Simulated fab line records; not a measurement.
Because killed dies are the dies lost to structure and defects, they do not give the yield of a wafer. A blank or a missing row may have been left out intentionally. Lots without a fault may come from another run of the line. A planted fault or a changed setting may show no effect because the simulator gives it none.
fab line records	flow nand_harc
record lots=24	wafers=72	last_day=34
route steps=1302 shown A_ZERO_WELL@401 A_ONON_D1@431 A_CHANNEL_HOLE_D1@489 A_CHANNEL_FILL_D1@513
lots that met no fault: from a run of the same line without faults
start_h: the number of hours between the record's first day and the start of the first shown wafer of the lot	wait_h: hours elapsed since this lot's preceding step	" repeats the value in the row above	L1.1+2: a row that stands for several wafers	- either no value or no given start	* or withheld: withheld	< > ~ a bound
route shown NAME@n: NAME is a module with steps in the file, n the number in the route of the first one	usual: mean and standard deviation over wafers with no fault	same: alike in all rows	chamber/n: place in a boat	sites: per-site readings	_std_site: how widely they spread, as a standard deviation	_edge_site: the outer-site mean with the inner-site mean subtracted	radius_mm: how far each site lies from the wafer's centre	mask NAME#n: copy n	behind: the tool/chamber that last shaped the wafer	hold: reason for holding the lot/hours on hold/outcome of the hold	device: whichever transistor did not switch (one of n, p or np)	end of line: the route-end tests of the same wafers	for a step that has no rows: nothing shown but its recipe	killed: at the first sort, the dies lost to defects and structure; wafer yield is something else	map: per-die view of a wafer (x killed, . not killed, _ where there is no die)
set.NAME: the setting that was run; set.NAME@STEP: the one run at that earlier step	model.NAME: the simulator's own value behind a step, which no gauge read
the route's steps for a sample of lots (tables are steps, rows are wafers)
services: when a tool's chamber went out of use (start_h, in hours from the record's first day, below 0 if earlier), for how many hours, and the reason
## steps
# step NHARC_A_ZERO_WELL_CD_MEAS_10
# recipe target_cd_nm=2000	landing_energy_ev=500
# usual cd_nm=1999.7/1.7
lot.wafer	tool	chamber	start_h	wait_h	cd_nm
L074.1	cd_sem-02	0	134.69	-	1998.4
L074.2	"	0	"	"	1998.2
L074.6	"	0	"	"	1996.3
L076.1	cd_sem-03	0	155.15	-	1999.4
L076.2	"	0	"	"	1998.8
L076.6	"	0	"	"	1997.5
L075.3	cd_sem-02	0	155.99	-	1997.8
L075.4	"	0	"	"	1999.5
L075.6	"	0	"	"	2003.2
L077.2	cd_sem-03	0	171.65	-	2002.2
L077.3	"	0	"	"	2000.6
L077.4	"	0	"	"	1998.4
L078.1	cd_sem-01	0	175.54	-	2002.2
L078.3	"	0	"	"	1999.0
L078.6	"	0	"	"	1999.5
L079.4	cd_sem-01	0	192.44	-	2000.0
L079.5	"	0	"	"	1998.1
L079.6	"	0	"	"	1999.1
L080.1	cd_sem-03	0	202.30	-	2000.0
L080.2	"	0	"	"	2004.0
L080.5	"	0	"	"	2001.0
L081.1	cd_sem-02	0	214.99	-	1999.6
L081.4	"	0	"	"	1997.7
L081.5	"	0	"	"	2002.2
L082.3	cd_sem-02	0	221.13	-	2001.0
L082.5	"	0	"	"	1997.3
L082.6	"	0	"	"	1999.6
L083.1	cd_sem-01	0	241.37	-	1998.8
L083.3	"	0	"	"	1998.6
L083.6	"	0	"	"	2002.3
L085.1	cd_sem-03	0	249.74	-	1998.8
L085.2	"	0	"	"	1999.9
L085.4	"	0	"	"	1998.3
L084.2	cd_sem-01	0	250.08	-	1999.4
L084.3	"	0	"	"	1997.4
L084.4	"	0	"	"	1999.8
L086.1	cd_sem-03	0	262.98	-	1998.8
L086.2	"	0	"	"	1999.6
L086.6	"	0	"	"	2002.1
L087.1	cd_sem-02	0	266.07	-	2001.4
L087.5	"	0	"	"	1999.9
L087.6	"	0	"	"	2000.1
L088.2	cd_sem-01	0	284.74	-	2000.4
L088.3	"	0	"	"	2002.5
L088.6	"	0	"	"	1999.8
L089.3	cd_sem-02	0	285.56	-	1997.5
L089.4	"	0	"	"	1997.5
L089.5	"	0	"	"	2000.8
L090.2	cd_sem-03	0	296.74	-	1999.1
L090.3	"	0	"	"	1998.8
L090.5	"	0	"	"	2001.7
L091.1	cd_sem-02	0	309.96	-	2003.9
L091.4	"	0	"	"	2000.0
L091.6	"	0	"	"	1997.9
L092.1	cd_sem-03	0	316.19	-	2000.4
L092.3	"	0	"	"	2000.3
L092.4	"	0	"	"	1998.8
L093.1	cd_sem-02	0	326.46	-	1998.7
L093.3	"	0	"	"	2000.2
L093.4	"	0	"	"	1998.5
L094.2	cd_sem-03	0	337.30	-	1999.2
L094.5	"	0	"	"	1999.8
L094.6	"	0	"	"	1997.7
L095.1	cd_sem-01	0	352.37	-	1997.0
L095.2	"	0	"	"	1998.2
L095.3	"	0	"	"	2001.0
L096.3	cd_sem-02	0	355.77	-	2000.2
L096.4	"	0	"	"	1999.6
L096.6	"	0	"	"	1999.7
L097.2	cd_sem-01	0	367.17	-	1997.5
L097.3	"	0	"	"	1996.1
L097.4	"	0	"	"	1997.7
# step NHARC_A_ZERO_WELL_RTA_16
# recipe temp_c=1000	time_s=10
# usual anneal_temp_c_max=1006.7/1.2	lamp_power_pct=31.3/2.9	lamp_zone_3_pct=31.3/2.9	lamp_zone_6_pct=31.2/2.9	wafer_temp_C_max=1007.7/1.3
lot.wafer	tool	chamber	start_h	wait_h	anneal_temp_c_max	lamp_power_pct	lamp_zone_3_pct	lamp_zone_6_pct	wafer_temp_C_max
L074.1	rtp_anneal-02	0	136.04	-	1006.9	29.0	29.1	29.0	1007.5
L074.2	"	0	"	"	1005.9	29.1	29.1	29.0	1008.0
L074.6	"	0	"	"	1007.5	29.0	29.0	28.9	1008.3
L076.1	rtp_anneal-01	0	156.44	-	1007.9	35.0	35.0	35.0	1007.7
L076.2	"	0	"	"	1006.0	35.0	35.0	34.9	1007.9
L076.6	"	0	"	"	1005.8	34.9	35.0	34.9	1007.0
L075.3	rtp_anneal-02	0	157.61	-	1007.5	29.0	29.1	29.0	1005.8
L075.4	"	0	"	"	1008.1	29.0	29.0	29.0	1010.6
L075.6	"	0	"	"	1005.2	29.0	29.1	29.0	1008.4
L077.2	rtp_anneal-02	0	173.02	-	1006.6	29.0	29.0	28.9	1006.9
L077.3	"	0	"	"	1006.3	29.0	29.0	29.0	1006.3
L077.4	"	0	"	"	1006.1	29.0	29.0	28.9	1007.1
L078.1	rtp_anneal-02	0	176.89	-	1007.4	29.0	29.1	29.0	1006.6
L078.3	"	0	"	"	1007.7	29.0	29.0	29.0	1007.8
L078.6	"	0	"	"	1005.7	29.0	29.0	29.0	1009.2
L079.4	rtp_anneal-02	0	193.80	-	1005.6	29.0	29.0	29.0	1006.9
L079.5	"	0	"	"	1007.9	29.0	29.0	29.0	1006.1
L079.6	"	0	"	"	1006.0	29.1	29.1	29.0	1008.3
L080.1	rtp_anneal-01	0	203.88	-	1005.4	34.9	34.9	34.9	1006.5
L080.2	"	0	"	"	1007.3	35.0	35.0	34.9	1007.8
L080.5	"	0	"	"	1006.8	35.0	35.0	34.9	1007.5
L081.1	rtp_anneal-02	0	216.28	-	1007.4	29.0	29.1	29.0	1013.0
L081.4	"	0	"	"	1005.2	29.0	29.0	28.9	1007.6
L081.5	"	0	"	"	1006.0	29.1	29.0	29.0	1008.0
L082.3	rtp_anneal-02	0	222.47	-	1005.7	29.0	29.0	29.0	1008.0
L082.5	"	0	"	"	1008.8	29.0	29.0	29.0	1008.4
L082.6	"	0	"	"	1004.0	29.1	29.0	29.0	1006.5
L083.1	rtp_anneal-02	0	242.64	-	1004.9	29.1	29.0	29.0	1009.2
L083.3	"	0	"	"	1006.5	29.1	29.0	29.0	1007.9
L083.6	"	0	"	"	1009.1	29.0	29.1	29.0	1007.9
L085.1	rtp_anneal-01	0	251.01	-	1007.2	35.0	35.0	34.9	1006.1
L085.2	"	0	"	"	1007.1	35.0	35.0	35.0	1005.9
L085.4	"	0	"	"	1007.2	34.9	35.0	35.0	1006.5
L084.2	rtp_anneal-01	0	251.36	-	1012.3	35.0	35.0	34.9	1008.4
L084.3	"	0	"	"	1006.9	34.9	35.0	34.9	1006.2
L084.4	"	0	"	"	1006.0	35.0	35.1	34.9	1008.2
L086.1	rtp_anneal-02	0	264.31	-	1007.3	29.0	29.0	29.0	1007.1
L086.2	"	0	"	"	1005.8	29.0	29.0	29.0	1009.0
L086.6	"	0	"	"	1005.5	29.0	29.0	29.0	1008.2
L087.1	rtp_anneal-01	0	267.35	-	1008.4	34.9	35.0	34.9	1007.7
L087.5	"	0	"	"	1006.1	35.0	34.9	34.8	1008.2
L087.6	"	0	"	"	1007.0	34.9	34.9	34.9	1008.0
L088.2	rtp_anneal-01	0	286.12	-	1005.0	35.0	34.9	34.9	1007.9
L088.3	"	0	"	"	1005.6	35.0	35.0	35.0	1006.6
L088.6	"	0	"	"	1006.7	35.0	35.0	34.9	1008.1
L089.3	rtp_anneal-01	0	286.88	-	1004.7	34.9	35.0	35.0	1007.4
L089.4	"	0	"	"	1006.8	35.0	35.0	34.9	1006.0
L089.5	"	0	"	"	1005.9	35.0	34.9	34.9	1006.8
L090.2	rtp_anneal-01	0	298.03	-	1006.1	34.9	35.0	34.8	1006.6
L090.3	"	0	"	"	1006.9	35.0	35.0	34.9	1006.9
L090.5	"	0	"	"	1008.0	35.0	35.0	34.9	1008.9
L091.1	rtp_anneal-01	0	311.26	-	1006.1	35.0	35.0	34.9	1007.2
L091.4	"	0	"	"	1008.0	35.0	35.0	35.0	1006.0
L091.6	"	0	"	"	1005.6	35.0	35.0	34.9	1005.8
L092.1	rtp_anneal-02	0	317.45	-	1007.2	29.0	29.1	29.0	1006.5
L092.3	"	0	"	"	1009.6	29.0	29.1	29.0	1006.5
L092.4	"	0	"	"	1005.2	29.0	29.1	29.0	1007.7
L093.1	rtp_anneal-02	0	327.72	-	1006.0	29.0	29.1	29.0	1009.0
L093.3	"	0	"	"	1008.2	29.1	29.0	29.0	1009.0
L093.4	"	0	"	"	1006.3	29.0	29.0	29.0	1008.4
L094.2	rtp_anneal-02	0	338.59	-	1007.7	29.0	29.0	29.0	1008.7
L094.5	"	0	"	"	1007.9	29.0	29.1	29.0	1009.0
L094.6	"	0	"	"	1006.3	29.1	29.0	29.0	1007.2
L095.1	rtp_anneal-02	0	353.63	-	1007.9	29.0	29.0	28.9	1007.2
L095.2	"	0	"	"	1006.7	29.1	29.0	29.0	1008.1
L095.3	"	0	"	"	1006.5	29.1	29.0	28.9	1009.8
L096.3	rtp_anneal-02	0	357.11	-	1005.8	29.1	29.0	28.9	1009.9
L096.4	"	0	"	"	1006.4	29.0	29.0	29.0	1007.5
L096.6	"	0	"	"	1006.1	29.1	29.0	29.0	1007.5
L097.2	rtp_anneal-02	0	368.52	-	1006.0	29.1	29.0	29.0	1008.3
L097.3	"	0	"	"	1005.6	29.0	29.0	29.0	1009.0
L097.4	"	0	"	"	1006.3	29.0	29.1	29.0	1013.2
# step NHARC_A_ONON_D1_THK_MEAS_11
# recipe thk_meas_gauge=ellipsometry
# usual thk_nm=1001/8.4
lot.wafer	tool	chamber	start_h	wait_h	thk_nm
L074.1	film_metro-01	-	159.81	-	989
L074.2	"	-	"	"	989
L074.6	"	-	"	"	989
L076.1	film_metro-02	-	178.71	-	1012
L076.2	"	-	"	"	1009
L076.6	"	-	"	"	1011
L075.3	film_metro-01	-	178.72	-	991
L075.4	"	-	"	"	990
L075.6	"	-	"	"	991
L077.2	film_metro-01	-	194.93	-	997
L077.3	"	-	"	"	995
L077.4	"	-	"	"	998
L078.1	film_metro-01	-	200.02	-	1005
L078.3	"	-	"	"	1005
L078.6	"	-	"	"	1006
L079.4	film_metro-01	-	217.49	-	1001
L079.5	"	-	"	"	999
L079.6	"	-	"	"	998
L080.1	film_metro-01	-	227.08	-	1005
L080.2	"	-	"	"	1007
L080.5	"	-	"	"	1007
L081.1	film_metro-01	-	239.92	-	1013
L081.4	"	-	"	"	1017
L081.5	"	-	"	"	1016
L082.3	film_metro-01	-	244.77	-	1003
L082.5	"	-	"	"	1001
L082.6	"	-	"	"	1001
L083.1	film_metro-01	-	264.96	-	998
L083.3	"	-	"	"	997
L083.6	"	-	"	"	997
L085.1	film_metro-02	-	273.73	-	1003
L085.2	"	-	"	"	1004
L085.4	"	-	"	"	1005
L084.2	film_metro-02	-	274.08	-	1016
L084.3	"	-	"	"	1017
L084.4	"	-	"	"	1018
L086.1	film_metro-02	-	288.05	-	991
L086.2	"	-	"	"	992
L086.6	"	-	"	"	993
L087.1	film_metro-01	-	288.08	-	1003
L087.5	"	-	"	"	1003
L087.6	"	-	"	"	1001
L088.2	film_metro-02	-	308.54	-	1010
L088.3	"	-	"	"	1010
L088.6	"	-	"	"	1010
L089.3	film_metro-01	-	308.55	-	995
L089.4	"	-	"	"	994
L089.5	"	-	"	"	994
L090.2	film_metro-01	-	320.52	-	1017
L090.3	"	-	"	"	1015
L090.5	"	-	"	"	1016
L091.1	film_metro-02	-	336.91	-	997
L091.4	"	-	"	"	996
L091.6	"	-	"	"	996
L092.1	film_metro-02	-	341.00	-	1001
L092.3	"	-	"	"	1000
L092.4	"	-	"	"	1000
L093.1	film_metro-01	-	351.39	-	997
L093.3	"	-	"	"	995
L093.4	"	-	"	"	998
L094.2	film_metro-01	-	360.98	-	985
L094.5	"	-	"	"	985
L094.6	"	-	"	"	986
L095.1	film_metro-01	-	376.34	-	1002
L095.2	"	-	"	"	1002
L095.3	"	-	"	"	1001
L096.3	film_metro-01	-	380.77	-	992
L096.4	"	-	"	"	993
L096.6	"	-	"	"	991
L097.2	film_metro-02	-	393.05	-	996
L097.3	"	-	"	"	997
L097.4	"	-	"	"	996
# step NHARC_A_ONON_D1_INSPECT_32
# usual raw_defect_count=73/26
lot.wafer	tool	chamber	start_h	wait_h	raw_defect_count
L074.1	defect_inspect-02	-	170.99	0.0	66
L074.2	"	-	"	"	58
L074.6	"	-	"	"	43
L076.1	defect_inspect-01	-	191.04	0.0	51
L076.2	"	-	"	"	77
L076.6	"	-	"	"	75
L075.3	defect_inspect-02	-	191.16	0.0	81
L075.4	"	-	"	"	110
L075.6	"	-	"	"	158
L077.2	defect_inspect-01	-	206.34	0.0	113
L077.3	"	-	"	"	63
L077.4	"	-	"	"	58
L078.1	defect_inspect-01	-	211.12	0.0	56
L078.3	"	-	"	"	71
L078.6	"	-	"	"	58
L079.4	defect_inspect-02	-	232.71	0.0	96
L079.5	"	-	"	"	94
L079.6	"	-	"	"	88
L080.1	defect_inspect-01	-	241.91	0.0	87
L080.2	"	-	"	"	104
L080.5	"	-	"	"	100
L081.1	defect_inspect-02	-	250.83	0.0	59
L081.4	"	-	"	"	61
L081.5	"	-	"	"	61
L082.3	defect_inspect-01	-	256.12	0.0	52
L082.5	"	-	"	"	122
L082.6	"	-	"	"	101
L083.1	defect_inspect-02	-	278.80	0.0	43
L083.3	"	-	"	"	72
L083.6	"	-	"	"	66
L084.2	defect_inspect-02	-	286.29	0.0	57
L084.3	"	-	"	"	58
L084.4	"	-	"	"	38
L085.1	defect_inspect-01	-	286.32	0.0	62
L085.2	"	-	"	"	68
L085.4	"	-	"	"	51
L086.1	defect_inspect-01	-	299.51	0.0	83
L086.2	"	-	"	"	54
L086.6	"	-	"	"	66
L087.1	defect_inspect-02	-	299.53	0.0	57
L087.5	"	-	"	"	72
L087.6	"	-	"	"	68
L089.3	defect_inspect-01	-	320.72	0.0	87
L089.4	"	-	"	"	43
L089.5	"	-	"	"	77
L088.2	defect_inspect-02	-	320.87	0.0	148
L088.3	"	-	"	"	121
L088.6	"	-	"	"	149
L090.2	defect_inspect-02	-	333.02	0.0	91
L090.3	"	-	"	"	58
L090.5	"	-	"	"	82
L091.1	defect_inspect-01	-	347.86	0.0	79
L091.4	"	-	"	"	164
L091.6	"	-	"	"	63
L092.1	defect_inspect-02	-	352.17	0.0	122
L092.3	"	-	"	"	73
L092.4	"	-	"	"	69
L093.1	defect_inspect-02	-	364.49	0.0	67
L093.3	"	-	"	"	41
L093.4	"	-	"	"	70
L094.2	defect_inspect-02	-	371.96	0.0	84
L094.5	"	-	"	"	88
L094.6	"	-	"	"	74
L095.1	defect_inspect-02	-	387.84	0.0	57
L095.2	"	-	"	"	108
L095.3	"	-	"	"	80
L096.3	defect_inspect-02	-	391.96	0.0	55
L096.4	"	-	"	"	47
L096.6	"	-	"	"	62
L097.2	defect_inspect-02	-	404.17	0.0	52
L097.3	"	-	"	"	49
L097.4	"	-	"	"	44
# step NHARC_A_CHANNEL_HOLE_D1_INSPECT_40
# usual raw_defect_count=71/25
lot.wafer	tool	chamber	start_h	wait_h	raw_defect_count
L074.1	defect_inspect-02	-	183.52	-	106
L074.2	"	-	"	"	84
L074.6	"	-	"	"	93
L076.1	defect_inspect-02	-	200.83	-	25
L076.2	"	-	"	"	28
L076.6	"	-	"	"	54
L075.3	defect_inspect-02	-	201.82	-	76
L075.4	"	-	"	"	111
L075.6	"	-	"	"	121
L077.2	defect_inspect-01	-	218.32	-	64
L077.3	"	-	"	"	46
L077.4	"	-	"	"	39
L078.1	defect_inspect-02	-	221.79	-	104
L078.3	"	-	"	"	110
L078.6	"	-	"	"	105
L079.4	defect_inspect-01	-	243.02	-	51
L079.5	"	-	"	"	51
L079.6	"	-	"	"	38
L080.1	defect_inspect-01	-	252.46	-	84
L080.2	"	-	"	"	74
L080.5	"	-	"	"	64
L081.1	defect_inspect-02	-	263.62	-	85
L081.4	"	-	"	"	116
L081.5	"	-	"	"	88
L082.3	defect_inspect-01	-	273.38	-	29
L082.5	"	-	"	"	40
L082.6	"	-	"	"	25
L083.1	defect_inspect-01	-	295.75	-	97
L083.3	"	-	"	"	73
L083.6	"	-	"	"	56
L084.2	defect_inspect-01	-	298.07	-	76
L084.3	"	-	"	"	95
L084.4	"	-	"	"	91
L085.1	defect_inspect-02	-	299.93	-	82
L085.2	"	-	"	"	70
L085.4	"	-	"	"	39
L087.1	defect_inspect-01	-	313.79	-	41
L087.5	"	-	"	"	62
L087.6	"	-	"	"	39
L086.1	defect_inspect-01	-	317.05	-	123
L086.2	"	-	"	"	70
L086.6	"	-	"	"	120
L089.3	defect_inspect-02	-	331.80	-	84
L089.4	"	-	"	"	101
L089.5	"	-	"	"	89
L088.2	defect_inspect-01	-	335.94	-	97
L088.3	"	-	"	"	71
L088.6	"	-	"	"	97
L090.2	defect_inspect-01	-	342.74	-	66
L090.3	"	-	"	"	70
L090.5	"	-	"	"	56
L091.1	defect_inspect-01	-	362.14	-	58
L091.4	"	-	"	"	74
L091.6	"	-	"	"	77
L092.1	defect_inspect-01	-	366.29	-	51
L092.3	"	-	"	"	56
L092.4	"	-	"	"	36
L093.1	defect_inspect-02	-	381.85	-	88
L093.3	"	-	"	"	86
L093.4	"	-	"	"	97
L094.2	defect_inspect-02	-	383.41	-	63
L094.5	"	-	"	"	43
L094.6	"	-	"	"	63
L095.1	defect_inspect-02	-	403.16	-	65
L095.2	"	-	"	"	61
L095.3	"	-	"	"	42
L096.3	defect_inspect-01	-	404.24	-	75
L096.4	"	-	"	"	54
L096.6	"	-	"	"	56
L097.2	defect_inspect-02	-	414.36	-	50
L097.3	"	-	"	"	68
L097.4	"	-	"	"	57
# step NHARC_A_CHANNEL_FILL_D1_CMP_10
# recipe target_thk_nm=150
# usual motor_current_A=12.2/0.78	time_to_endpoint_s=16.1/2
lot.wafer	tool	chamber	start_h	wait_h	motor_current_A	time_to_endpoint_s
L074.1	cmp-02	0	230.30	0.4	13.0	15.2
L074.2	"	3	"	"	11.2	14.1
L074.6	"	0	"	"	13.3	15.3
L075.4	cmp-02	2	248.33	0.4	12.2	18.4
L075.3	"	0	"	"	13.8	15.5
L075.6	"	2	"	"	12.6	16.0
L076.2	cmp-01	3	248.36	0.4	12.7	19.6
L076.1	"	1	"	"	12.2	17.9
L076.6	"	3	"	"	12.8	18.3
L078.1	cmp-01	2	268.10	0.4	12.9	13.7
L078.3	"	1	"	"	11.8	14.6
L078.6	"	2	"	"	12.0	17.1
L077.3	cmp-04	0	268.10	0.4	11.7	16.5
L077.4	"	2	"	"	12.4	16.9
L077.2	"	3	"	"	11.2	15.8
L079.4	cmp-01	0	291.05	0.4	12.4	18.8
L079.5	"	3	"	"	12.4	18.4
L079.6	"	0	"	"	13.3	18.8
L080.2	cmp-04	3	301.01	0.4	10.9	15.1
L080.1	"	0	"	"	11.4	17.9
L080.5	"	2	"	"	12.1	15.9
L081.1	cmp-04	0	316.63	0.4	11.0	12.2
L081.4	"	1	"	"	10.7	15.8
L081.5	"	3	"	"	10.9	14.4
L082.3	cmp-02	2	325.02	0.4	11.5	18.5
L082.5	"	0	"	"	13.4	18.0
L082.6	"	1	"	"	12.8	15.3
L083.3	cmp-02	2	346.35	0.4	12.6	16.9
L083.1	"	3	"	"	11.2	14.8
L083.6	"	2	"	"	12.8	21.0
L084.4	cmp-01	2	346.38	0.4	12.3	17.0
L084.2	"	3	"	"	12.6	16.1
L084.3	"	0	"	"	12.6	17.0
L085.1	cmp-04	0	351.80	0.4	11.3	16.3
L085.2	"	1	"	"	11.0	14.4
L085.4	"	2	"	"	12.5	14.4
L086.2	cmp-01	1	361.52	0.4	11.4	17.0
L086.1	"	0	"	"	12.6	17.4
L086.6	"	1	"	"	11.6	17.4
L087.1	cmp-02	3	361.57	0.4	10.9	10.6
L087.5	"	1	"	"	13.7	13.2
L087.6	"	2	"	"	11.6	15.9
L090.3	cmp-04	3	389.36	0.4	11.5	18.6
L090.2	"	1	"	"	11.5	19.4
L090.5	"	2	"	"	12.2	15.6
L088.3	cmp-01	0	389.39	0.4	12.6	20.1
L088.2	"	1	"	"	11.3	16.5
L088.6	"	3	"	"	12.7	18.5
L089.4	cmp-01	0	392.25	0.4	12.3	20.3
L089.3	"	2	"	"	12.5	16.0
L089.5	"	1	"	"	11.8	16.5
L091.4	cmp-01	0	415.05	0.4	13.3	15.0
L091.1	"	1	"	"	12.0	16.6
L091.6	"	3	"	"	13.1	13.6
L092.3	cmp-01	0	417.38	0.4	12.3	15.6
L092.4	"	1	"	"	12.0	15.0
L092.1	"	3	"	"	12.4	15.0
L093.1	cmp-01	1	431.42	0.4	11.4	17.1
L093.4	"	2	"	"	12.0	15.2
L093.3	"	0	"	"	12.4	19.1
L094.2	cmp-04	2	431.42	0.4	12.3	14.9
L094.6	"	2	"	"	11.9	13.4
L094.5	"	3	"	"	11.9	14.7
L096.4	cmp-02	2	451.04	0.4	12.4	20.1
L096.3	"	1	"	"	13.7	17.2
L096.6	"	2	"	"	12.6	16.9
L095.3	cmp-01	3	451.04	0.4	12.6	13.0
L095.1	"	0	"	"	12.3	17.0
L095.2	"	1	"	"	12.8	14.1
L097.2	cmp-04	2	464.16	0.4	12.1	14.7
L097.4	"	3	"	"	11.0	17.2
L097.3	"	0	"	"	11.3	17.5
## services
tool	chamber	start_h	hours	kind
cmp-01	-	121.12	0.6	repair
cmp-01	-	122.99	3.2	repair
cmp-02	-	134.50	4.0	pm
cmp-01	-	147.91	0.4	repair
cmp-04	-	170.47	2.0	repair
cmp-01	-	185.50	4.0	pm
cmp-04	-	209.00	4.0	pm
cmp-02	-	212.42	1.0	repair
cmp-02	-	232.53	4.0	pm
cmp-04	-	244.11	1.4	repair
cmp-04	-	255.96	2.2	repair
cmp-04	-	260.28	0.2	repair
cmp-02	-	276.09	0.4	repair
cmp-01	-	283.50	4.0	pm
cmp-04	-	307.00	4.0	pm
cmp-01	-	312.56	1.2	repair
cmp-02	-	330.53	4.0	pm
cmp-01	-	363.24	4.0	repair
rtp_anneal-01	-	372.19	12.0	pm
cmp-01	-	381.50	4.0	pm
cmp-04	-	405.00	4.0	pm
cmp-04	-	410.94	2.7	repair
cmp-02	-	414.45	0.6	repair
cmp-01	-	462.39	0.5	repair
## key
fault none
